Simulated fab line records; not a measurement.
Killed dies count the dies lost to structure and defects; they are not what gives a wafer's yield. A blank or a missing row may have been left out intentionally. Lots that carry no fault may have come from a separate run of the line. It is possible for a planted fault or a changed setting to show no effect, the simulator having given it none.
Split-lot trial / flow n5_finfet / 39 wafers read across 7 lots, on a route 1938 steps long

ON THE SPLIT
At N5_FIN_CUT_CUT_ETCH_15 (etches Si in HBr/Cl2/O2, target depth 100 nm, bt time 10 s, time 42.4 s), the setting time_s was moved away from the recipe's 42.4 s on 18 of the 39 wafers read, by -18.7% to +11.5%. For the rest of the wafers, this setting stayed at what the recipe calls for.

Between the split and the reading, the file records no step.

THE READING
SOC_of_FIN_CUT_COAT_18.thk_nm (the simulator's own value, which no gauge read), in nm, at N5_FIN_CUT_CUT_ETCH_28 (etches Si in HBr/Cl2/O2, target depth 6 nm, time 2.4 s). No usual value for it is given in the file. The 21 wafers here that ran the recipe average 168.8 nm, standard deviation 0.79 nm.

wafer=L074.1; tool, chamber at the split=rie_si-01, 0; time_s as run, s=42.4; against the recipe=recipe; SOC_of_FIN_CUT_COAT_18.thk_nm, nm=169.4; against lot-mates on the recipe=-
wafer=L074.2; tool, chamber at the split=rie_si-01, 2; time_s as run, s=38.91; against the recipe=-8.2%; SOC_of_FIN_CUT_COAT_18.thk_nm, nm=171.4; against lot-mates on the recipe=+2.5
wafer=L074.3; tool, chamber at the split=rie_si-01, 3; time_s as run, s=42.4; against the recipe=recipe; SOC_of_FIN_CUT_COAT_18.thk_nm, nm=168.8; against lot-mates on the recipe=-
wafer=L074.4; tool, chamber at the split=rie_si-01, 1; time_s as run, s=38.91; against the recipe=-8.2%; SOC_of_FIN_CUT_COAT_18.thk_nm, nm=171.6; against lot-mates on the recipe=+2.7
wafer=L074.5; tool, chamber at the split=rie_si-01, 0; time_s as run, s=38.91; against the recipe=-8.2%; SOC_of_FIN_CUT_COAT_18.thk_nm, nm=172.4; against lot-mates on the recipe=+3.5
wafer=L074.6; tool, chamber at the split=rie_si-01, 1; time_s as run, s=42.4; against the recipe=recipe; SOC_of_FIN_CUT_COAT_18.thk_nm, nm=168.4; against lot-mates on the recipe=-
wafer=L075.1; tool, chamber at the split=rie_si-04, 1; time_s as run, s=37.5; against the recipe=-11.6%; SOC_of_FIN_CUT_COAT_18.thk_nm, nm=172.6; against lot-mates on the recipe=+5.1
wafer=L075.2; tool, chamber at the split=rie_si-04, 2; time_s as run, s=37.5; against the recipe=-11.6%; SOC_of_FIN_CUT_COAT_18.thk_nm, nm=172.6; against lot-mates on the recipe=+5.1
wafer=L075.3; tool, chamber at the split=rie_si-04, 0; time_s as run, s=42.4; against the recipe=recipe; SOC_of_FIN_CUT_COAT_18.thk_nm, nm=168.6; against lot-mates on the recipe=-
wafer=L075.4; tool, chamber at the split=rie_si-04, 3; time_s as run, s=42.4; against the recipe=recipe; SOC_of_FIN_CUT_COAT_18.thk_nm, nm=167; against lot-mates on the recipe=-
wafer=L075.5; tool, chamber at the split=rie_si-04, 2; time_s as run, s=42.4; against the recipe=recipe; SOC_of_FIN_CUT_COAT_18.thk_nm, nm=167; against lot-mates on the recipe=-
wafer=L075.6; tool, chamber at the split=rie_si-04, 1; time_s as run, s=37.5; against the recipe=-11.6%; SOC_of_FIN_CUT_COAT_18.thk_nm, nm=172.8; against lot-mates on the recipe=+5.3
wafer=L081.1; tool, chamber at the split=rie_si-03, 0; time_s as run, s=42.4; against the recipe=recipe; SOC_of_FIN_CUT_COAT_18.thk_nm, nm=168.8; against lot-mates on the recipe=-
wafer=L081.3; tool, chamber at the split=rie_si-03, 2; time_s as run, s=42.4; against the recipe=recipe; SOC_of_FIN_CUT_COAT_18.thk_nm, nm=169.8; against lot-mates on the recipe=-
wafer=L081.6; tool, chamber at the split=rie_si-03, 3; time_s as run, s=42.4; against the recipe=recipe; SOC_of_FIN_CUT_COAT_18.thk_nm, nm=168.4; against lot-mates on the recipe=-
wafer=L086.1; tool, chamber at the split=rie_si-03, 0; time_s as run, s=42.4; against the recipe=recipe; SOC_of_FIN_CUT_COAT_18.thk_nm, nm=168.8; against lot-mates on the recipe=-
wafer=L086.4; tool, chamber at the split=rie_si-03, 1; time_s as run, s=42.4; against the recipe=recipe; SOC_of_FIN_CUT_COAT_18.thk_nm, nm=168.8; against lot-mates on the recipe=-
wafer=L086.2; tool, chamber at the split=rie_si-03, 3; time_s as run, s=34.45; against the recipe=-18.7%; SOC_of_FIN_CUT_COAT_18.thk_nm, nm=175.2; against lot-mates on the recipe=+6.7
wafer=L086.3; tool, chamber at the split=rie_si-03, 2; time_s as run, s=42.4; against the recipe=recipe; SOC_of_FIN_CUT_COAT_18.thk_nm, nm=168; against lot-mates on the recipe=-
wafer=L086.5; tool, chamber at the split=rie_si-03, 1; time_s as run, s=34.45; against the recipe=-18.7%; SOC_of_FIN_CUT_COAT_18.thk_nm, nm=175.8; against lot-mates on the recipe=+7.3
wafer=L086.6; tool, chamber at the split=rie_si-03, 0; time_s as run, s=34.45; against the recipe=-18.7%; SOC_of_FIN_CUT_COAT_18.thk_nm, nm=176.2; against lot-mates on the recipe=+7.7
wafer=L087.1; tool, chamber at the split=rie_si-03, 2; time_s as run, s=42.4; against the recipe=recipe; SOC_of_FIN_CUT_COAT_18.thk_nm, nm=168.4; against lot-mates on the recipe=-
wafer=L087.2; tool, chamber at the split=rie_si-03, 0; time_s as run, s=42.4; against the recipe=recipe; SOC_of_FIN_CUT_COAT_18.thk_nm, nm=168.2; against lot-mates on the recipe=-
wafer=L087.3; tool, chamber at the split=rie_si-03, 1; time_s as run, s=38.88; against the recipe=-8.3%; SOC_of_FIN_CUT_COAT_18.thk_nm, nm=171.6; against lot-mates on the recipe=+3.1
wafer=L087.4; tool, chamber at the split=rie_si-03, 3; time_s as run, s=38.88; against the recipe=-8.3%; SOC_of_FIN_CUT_COAT_18.thk_nm, nm=170; against lot-mates on the recipe=+1.5
wafer=L087.5; tool, chamber at the split=rie_si-03, 2; time_s as run, s=42.4; against the recipe=recipe; SOC_of_FIN_CUT_COAT_18.thk_nm, nm=168.8; against lot-mates on the recipe=-
wafer=L087.6; tool, chamber at the split=rie_si-03, 1; time_s as run, s=38.88; against the recipe=-8.3%; SOC_of_FIN_CUT_COAT_18.thk_nm, nm=171.2; against lot-mates on the recipe=+2.7
wafer=L092.1; tool, chamber at the split=rie_si-04, 0; time_s as run, s=42.4; against the recipe=recipe; SOC_of_FIN_CUT_COAT_18.thk_nm, nm=170.2; against lot-mates on the recipe=-
wafer=L092.2; tool, chamber at the split=rie_si-04, 1; time_s as run, s=47.29; against the recipe=+11.5%; SOC_of_FIN_CUT_COAT_18.thk_nm, nm=164.6; against lot-mates on the recipe=-5.2
wafer=L092.3; tool, chamber at the split=rie_si-04, 3; time_s as run, s=47.29; against the recipe=+11.5%; SOC_of_FIN_CUT_COAT_18.thk_nm, nm=165; against lot-mates on the recipe=-4.8
wafer=L092.4; tool, chamber at the split=rie_si-04, 3; time_s as run, s=42.4; against the recipe=recipe; SOC_of_FIN_CUT_COAT_18.thk_nm, nm=170; against lot-mates on the recipe=-
wafer=L092.5; tool, chamber at the split=rie_si-04, 0; time_s as run, s=42.4; against the recipe=recipe; SOC_of_FIN_CUT_COAT_18.thk_nm, nm=169.2; against lot-mates on the recipe=-
wafer=L092.6; tool, chamber at the split=rie_si-04, 1; time_s as run, s=47.29; against the recipe=+11.5%; SOC_of_FIN_CUT_COAT_18.thk_nm, nm=165.2; against lot-mates on the recipe=-4.6
wafer=L094.1; tool, chamber at the split=rie_si-03, 3; time_s as run, s=39; against the recipe=-8.0%; SOC_of_FIN_CUT_COAT_18.thk_nm, nm=171; against lot-mates on the recipe=+1.9
wafer=L094.2; tool, chamber at the split=rie_si-03, 1; time_s as run, s=42.4; against the recipe=recipe; SOC_of_FIN_CUT_COAT_18.thk_nm, nm=168.8; against lot-mates on the recipe=-
wafer=L094.3; tool, chamber at the split=rie_si-03, 0; time_s as run, s=39; against the recipe=-8.0%; SOC_of_FIN_CUT_COAT_18.thk_nm, nm=171.6; against lot-mates on the recipe=+2.5
wafer=L094.4; tool, chamber at the split=rie_si-03, 2; time_s as run, s=42.4; against the recipe=recipe; SOC_of_FIN_CUT_COAT_18.thk_nm, nm=169; against lot-mates on the recipe=-
wafer=L094.5; tool, chamber at the split=rie_si-03, 0; time_s as run, s=39; against the recipe=-8.0%; SOC_of_FIN_CUT_COAT_18.thk_nm, nm=172.8; against lot-mates on the recipe=+3.7
wafer=L094.6; tool, chamber at the split=rie_si-03, 1; time_s as run, s=42.4; against the recipe=recipe; SOC_of_FIN_CUT_COAT_18.thk_nm, nm=169.4; against lot-mates on the recipe=-

THE FIT
A straight line over all 39 wafers: SOC_of_FIN_CUT_COAT_18.thk_nm changes by -0.351 nm for each +1% of time_s; r = -0.96; the points scatter about the line by 0.74 nm.
The same after taking each lot's own level away (the mean of its wafers on the recipe; 39 wafers): -0.393 nm for each +1%; r = -0.98; scatter 0.58 nm.
Per that fit: largest time_s move, reading shift of 7.4 nm.
The lots' own levels span 167.53 to 169.80 nm, that is 2.9 times the standard deviation above.
Hence the slope depends on the lot-to-lot level, as the two fits are not the same.
Check: +7.35 nm against its lot-mates is what the line predicts for one of the wafers moved furthest among these (-18.7%) when that wafer is left out of the fit. Against them it came out at +6.67 nm.

THE WHOLE CHAIN: every reading that the file lists as answering this split, in the file's order
step=N5_FIN_CUT_CUT_ETCH_15; what it does=etches Si in HBr/Cl2/O2, target depth 100 nm, bt time 10 s, time 42.4 s; reading=FIN_CUT.feature_depth_nm (the simulator's own value, which no gauge read); change (the file's fit)=+0.963 nm for each +1% of the setting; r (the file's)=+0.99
step=N5_FIN_CUT_CUT_ETCH_15; what it does=etches Si in HBr/Cl2/O2, target depth 100 nm, bt time 10 s, time 42.4 s; reading=etch.depth_nm (the simulator's own value, which no gauge read); change (the file's fit)=+0.963 nm for each +1% of the setting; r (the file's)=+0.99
step=N5_FIN_CUT_CUT_ETCH_15; what it does=etches Si in HBr/Cl2/O2, target depth 100 nm, bt time 10 s, time 42.4 s; reading=SOC_of_FIN_CUT_COAT_18.thk_nm (the simulator's own value, which no gauge read); change (the file's fit)=-0.384 nm for each +1% of the setting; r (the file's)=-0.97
step=N5_FIN_CUT_CUT_ETCH_28; what it does=etches Si in HBr/Cl2/O2, target depth 6 nm, time 2.4 s; reading=SOC_of_FIN_CUT_COAT_18.thk_nm (the simulator's own value, which no gauge read); change (the file's fit)=-0.387 nm for each +1% of the setting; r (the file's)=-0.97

FILE'S OWN FIT
SOC_of_FIN_CUT_COAT_18.thk_nm changes by -0.387 nm for each +1% of time_s, r = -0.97.
